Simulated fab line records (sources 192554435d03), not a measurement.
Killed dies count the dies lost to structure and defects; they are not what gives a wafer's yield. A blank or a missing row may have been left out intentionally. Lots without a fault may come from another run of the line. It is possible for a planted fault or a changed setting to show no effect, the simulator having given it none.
Matching of chambers :: flow n5Finfet :: rieDiel-04 running N5_BEOL_M6_VIA_ETCH_34: 4 sister chambers
The step etches SiCOH lowk in C4F6/O2, target depth 126.3 nm, time 50.9 s. 4 wafers are shown with their chamber, then 12 later ones without.

WAFERS, EACH WITH ITS CHAMBER
wafer: L083.3
chamber: 2
rfVppV (V): 653

wafer: L083.6
chamber: 3
rfVppV (V): 644

wafer: L085.2
chamber: 0
rfVppV (V): 647

wafer: L085.6
chamber: 1
rfVppV (V): 695

WAFERS WITHOUT THEIR CHAMBER
wafer: L090.2
rfVppV (V): 643

wafer: L090.3
rfVppV (V): 654

wafer: L090.5
rfVppV (V): 648

wafer: L093.2
rfVppV (V): 652

wafer: L093.5
rfVppV (V): 652

wafer: L093.6
rfVppV (V): 643

wafer: L094.2
rfVppV (V): 644

wafer: L094.4
rfVppV (V): 696

wafer: L094.5
rfVppV (V): 644

wafer: L097.1
rfVppV (V): 648

wafer: L097.3
rfVppV (V): 695

wafer: L097.4
rfVppV (V): 653

THE CHAMBER EACH PASSED THROUGH
wafer: L090.2
from the rows above: 3
in truth: 3

wafer: L090.3
from the rows above: 2
in truth: 2

wafer: L090.5
from the rows above: 0
in truth: 0

wafer: L093.2
from the rows above: 2
in truth: 2

wafer: L093.5
from the rows above: 2
in truth: 2

wafer: L093.6
from the rows above: 3
in truth: 3

wafer: L094.2
from the rows above: 3
in truth: 3

wafer: L094.4
from the rows above: 1
in truth: 1

wafer: L094.5
from the rows above: 3
in truth: 3

wafer: L097.1
from the rows above: 0
in truth: 0

wafer: L097.3
from the rows above: 1
in truth: 1

wafer: L097.4
from the rows above: 2
in truth: 2
Correctly placed: 12 of 12. Can't be placed from these rows: 0. Number placed wrongly: 0.
How it was worked out, from the rows above alone: a wafer's distance from a chamber is the root of the sum, over the readings, of the square of ((its reading less the chamber's mean) divided by the reading's scatter). The wafer belongs to the nearest chamber; if the next one is less than 2 further off, it can't be placed. A chamber's mean is the mean of its shown wafers. The scatter: with one shown wafer a chamber, the root of the mean of the squares of how far each hidden wafer lies from its nearest shown one.
